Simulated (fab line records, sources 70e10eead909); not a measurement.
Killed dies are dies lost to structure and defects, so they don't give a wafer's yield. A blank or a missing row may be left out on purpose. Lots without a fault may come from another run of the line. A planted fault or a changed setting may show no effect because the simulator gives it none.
A struck lot beside a sound one | flow nand_harc | 13 steps out of a route of 1302
Sound: wafers L973.1, L973.3, L973.6. Struck: wafer L989.5. (L989.3, L989.4 of the same lot were not struck and are left out.) The cause comes at the end.
At each step with rows: each side's tool, then ch and its chambers, then its first start. Under that, the readings that differ: sound wafers | struck wafers | difference of the means | sigmas: that difference in standard deviations of wafers without a fault.
alike: readings whose means differ by less than 2 such deviations, and words and numbers that are the same on both sides. not compared: withheld readings, readings that some wafer has no value for, bounds like >300 that may hide the same value, and numbers for which the record gives no deviation and whose values overlap.
The two part at a step that has a row with sigmas, a row that says differs or no value, or rows on one side only. Numbers that don't overlap but have no deviation are shown without sigmas and don't part them. A reading that every wafer of one side lacks parts them only if that side has two wafers or more.

NHARC_A_WL_FILL_CVD_03: deposits W, target thk 40 nm, time 279 s.
  sound on cvd_w-01 ch 0,1, day 21 12:15; struck on cvd_w-01 ch 1, day 27 19:15
  alike: heater_power_w, throttle_valve_pct
NHARC_A_WL_FILL_ETCHBACK_04: etches the open film in NF3, target depth 60 nm, time 120 s.
  sound on rie_metal-01 ch 0, day 21 12:37; struck on rie_metal-02 ch 0, day 27 19:35
  reading               | sound             | struck | difference | sigmas
  oes_product_au (a.u.) | 0.991 0.983 0.985 | 1.001  | +0.015     | +2
  run_length_s (s)      | 141.4 141.2 141.2 | 142.2  | +0.9       | +2
  alike: drypump_motor_current_A
  not compared: rf_hours_counter_h
then, 1 step without rows for these wafers: NHARC_A_WL_FILL_ETCHBACK_05 (etches the open film in Cl2/BCl3, target depth 22 nm, time 60 s).
NHARC_A_WL_FILL_STRIP_27: strips in N2/H2, time 20 s.
  sound on plasma_asher-02 ch 0,1, day 21 13:00; struck on plasma_asher-02 ch 1, day 27 19:58
  alike: drypump_motor_current_A, heater_power_w
  not compared: rf_hours_counter_h
then, 4 steps without rows for these wafers: NHARC_A_WL_FILL_STRIP_28 (strips in post etch residue remover, time 1200 s); NHARC_A_WL_FILL_PRECLEAN_06 (cleans in DIW, time 300 s); NHARC_A_WL_FILL_SRD_07; NHARC_A_WL_FILL_ANNEAL_08 (time 1800 s).
NHARC_A_WL_FILL_ALD_10: deposits SiO2, target thk 50 nm, pulse time 10 s, ald cycles 500.
  sound on ald_hk-01 ch 0,2,3, day 21 17:17; struck on ald_hk-01 ch 2, day 28 03:25
  alike: heater_power_w, precursor_pulse_height_rel
NHARC_A_WL_FILL_ETCHBACK_16: etches the open film in C4F8/O2/Ar, target depth 120 nm, time 24 s.
  sound on rie_diel-02 ch 1,2,3; struck on rie_diel-02 ch 0
  alike: oes_product_au, rf_fwd_power_W, rf_vpp_V, run_length_s
  not compared: rf_hours_counter_h
then, 1 step without rows for these wafers: NHARC_A_WL_FILL_STRIP_29 (strips in O2, time 20 s).
NHARC_A_WL_FILL_ETCHBACK_17: etches the open film in Cl2/BCl3, target depth 4 nm, time 26.7 s.
  sound on rie_metal-01 ch 0,1, day 21 21:08; struck on rie_metal-03 ch 1, day 28 05:42
  reading          | sound          | struck | difference | sigmas
  run_length_s (s) | 47.9 47.7 48.2 | 34.1   | -13.8      | -28
  alike: drypump_motor_current_A, oes_product_au
  not compared: rf_hours_counter_h
then, 1 step without rows for these wafers: NHARC_A_WL_FILL_PRECLEAN_18 (cleans in dHF, time 30 s).

WHERE THEY PART
First at NHARC_A_WL_FILL_ETCHBACK_04; last, within this record, at NHARC_A_WL_FILL_ETCHBACK_17.

WHY: what the simulator had put in
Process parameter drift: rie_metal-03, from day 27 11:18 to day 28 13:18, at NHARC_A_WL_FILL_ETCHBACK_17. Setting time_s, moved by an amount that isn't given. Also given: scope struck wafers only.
